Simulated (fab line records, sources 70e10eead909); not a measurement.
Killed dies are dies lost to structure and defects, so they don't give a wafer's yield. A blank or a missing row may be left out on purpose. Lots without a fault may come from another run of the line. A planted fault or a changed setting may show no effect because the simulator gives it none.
Chamber matching | flow nand_harc | NHARC_A_CONTACT_ETCH_90 on rie_diel-08: 4 sister chambers
The step etches the open film in CH3F/O2, target depth 40 nm, time 85.7 s. 4 wafers are shown with their chamber, then 8 later ones without.

WAFERS WITH THEIR CHAMBER
wafer  | chamber | showerhead_plenum_p_Torr (Torr)
L083.1 | 1       | 2.29
L086.4 | 3       | 2.35
L086.6 | 0       | 2.53
L088.2 | 2       | 2.61

WAFERS WITHOUT THEIR CHAMBER
wafer  | showerhead_plenum_p_Torr (Torr)
L088.4 | 2.53
L088.5 | 2.35
L090.3 | 2.52
L090.5 | 2.61
L090.6 | 2.35
L091.3 | 2.35
L091.4 | 2.61
L091.5 | 2.52

WHICH CHAMBER EACH WENT THROUGH
wafer  | from the rows above | in truth
L088.4 | 0                   | 0
L088.5 | 3                   | 3
L090.3 | 0                   | 0
L090.5 | 2                   | 2
L090.6 | 3                   | 3
L091.3 | 3                   | 3
L091.4 | 2                   | 2
L091.5 | 0                   | 0
Placed correctly: 8 of 8. Can't be placed from these rows: 0. Placed wrongly: 0.
How it was worked out, from the rows above alone: a wafer's distance from a chamber is the root of the sum, over the readings, of the square of ((its reading less the chamber's mean) divided by the reading's scatter). The wafer belongs to the nearest chamber; if the next one is less than 2 further off, it can't be placed. A chamber's mean is the mean of its shown wafers. The scatter: with one shown wafer a chamber, the root of the mean of the squares of how far each hidden wafer lies from its nearest shown one.
